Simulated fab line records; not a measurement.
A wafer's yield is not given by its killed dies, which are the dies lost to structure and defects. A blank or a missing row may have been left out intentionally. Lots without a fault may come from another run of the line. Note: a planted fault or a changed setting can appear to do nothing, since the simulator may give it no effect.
Split-lot study + flow n5-finfet + 21 wafers read across 7 lots, on a route 1938 steps long

THE SPLIT
At N5_PASSIVATION_ETCH_54 (etches SiO2 in CHF3/O2, target depth 880 nm, time 440 s), the setting source-w was moved away from the recipe's 650 W on 7 of the 21 wafers read, by -14.7% to +16.0%. For the rest of the wafers, this setting stayed at what the recipe calls for.

Reading taken at the split's own step.

THE READING
rf-vpp-V, in V, at N5_PASSIVATION_ETCH_54 (etches SiO2 in CHF3/O2, target depth 880 nm, time 440 s). A value of 522 V with a standard deviation of 6 V is what fault-free wafers of this fab line usually give.

| wafer  | tool, chamber at the split | source-w as run, W | against the recipe | rf-vpp-V, V | against lot-mates on the recipe |
|--------|----------------------------|--------------------|--------------------|-------------|---------------------------------|
| L074.4 | rie-diel-05, 1             | 754                | +16.0%             | 489         | -38                             |
| L074.5 | rie-diel-05, 2             | 754                | +16.0%             | 487         | -40                             |
| L074.6 | rie-diel-05, 3             | 650                | recipe             | 527         | -                               |
| L076.2 | rie-diel-03, 2             | 650                | recipe             | 519         | -                               |
| L076.3 | rie-diel-03, 0             | 650                | recipe             | 521         | -                               |
| L076.6 | rie-diel-03, 3             | 650                | recipe             | 528         | -                               |
| L080.3 | rie-diel-03, 3             | 650                | recipe             | 527         | -                               |
| L080.4 | rie-diel-03, 0             | 650                | recipe             | 519         | -                               |
| L080.6 | rie-diel-03, 0             | 650                | recipe             | 519         | -                               |
| L086.1 | rie-diel-06, 3             | 701.7              | +8.0%              | 511         | -4                              |
| L086.3 | rie-diel-06, 2             | 650                | recipe             | 515         | -                               |
| L086.6 | rie-diel-06, 3             | 701.7              | +8.0%              | 510         | -5                              |
| L087.2 | rie-diel-06, 1             | 650                | recipe             | 524         | -                               |
| L087.5 | rie-diel-06, 3             | 650                | recipe             | 530         | -                               |
| L087.6 | rie-diel-06, 2             | 554.7              | -14.7%             | 556         | +29                             |
| L089.4 | rie-diel-06, 1             | 650                | recipe             | 524         | -                               |
| L089.5 | rie-diel-06, 2             | 650                | recipe             | 514         | -                               |
| L089.6 | rie-diel-06, 3             | 650                | recipe             | 529         | -                               |
| L096.1 | rie-diel-06, 1             | 616.5              | -5.2%              | 536         | +13                             |
| L096.2 | rie-diel-06, 0             | 616.5              | -5.2%              | 527         | +4                              |
| L096.5 | rie-diel-06, 1             | 650                | recipe             | 523         | -                               |

FIT RESULTS
A straight line over all 21 wafers: rf-vpp-V changes by -2.08 V for each +1% of source-w; r = -0.95; the points scatter about the line by 4.8 V.
The same after taking each lot's own level away (the mean of its wafers on the recipe; 21 wafers): -2.03 V for each +1%; r = -0.92; scatter 5.7 V.
That fit puts the effect of the largest move of source-w on the reading at 32 V.
Measured against the standard deviation above, the lots' own levels, which go from 515.0 to 527.0 V, span 2.0 times it.
The two slopes agree, so the slope changes little with the lot-to-lot level.
Check: with one of the wafers moved furthest among these (+16.0%) left out of the fit, the line predicts -29.7 V for it against its lot-mates. Against them it came out at -38 V.
Tool readings at the split's step, against how far the setting was moved: rf-vpp-V r = -0.95.

OTHER SPLITS ON THESE WAFERS
These wafers also went through other splits before the reading. Each is held against what the fit with the lots' levels taken away leaves over:
| other split on the same wafers       | wafers away from the commonest value | r with rf-vpp-V (lot level and that fit taken away) |
|--------------------------------------|--------------------------------------|-----------------------------------------------------|
| N5_BEOL_M14_DESCUM_15 time-s         | 3                                    | +0.27                                               |
| N5_BEOL_M14_PEB_26 peb-temp-c        | 7                                    | +0.08                                               |
| N5_BEOL_M14_ETCH_68 time-s           | 4                                    | -0.09                                               |
| N5_BEOL_M15_PEB_26 peb-temp-c        | 5                                    | -0.47                                               |
| N5_BEOL_M15_TRENCH_ETCH_34 bias-w    | 5                                    | -0.21                                               |
| N5_PASSIVATION_VIA_ETCH_13 bias-w    | 8                                    | +0.31                                               |
| N5_PASSIVATION_PASS_ETCH_47 source-w | 11                                   | +0.34                                               |

THE FILE'S OWN FIT
rf-vpp-V changes by -2.02 V for each +1% of source-w, r = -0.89.
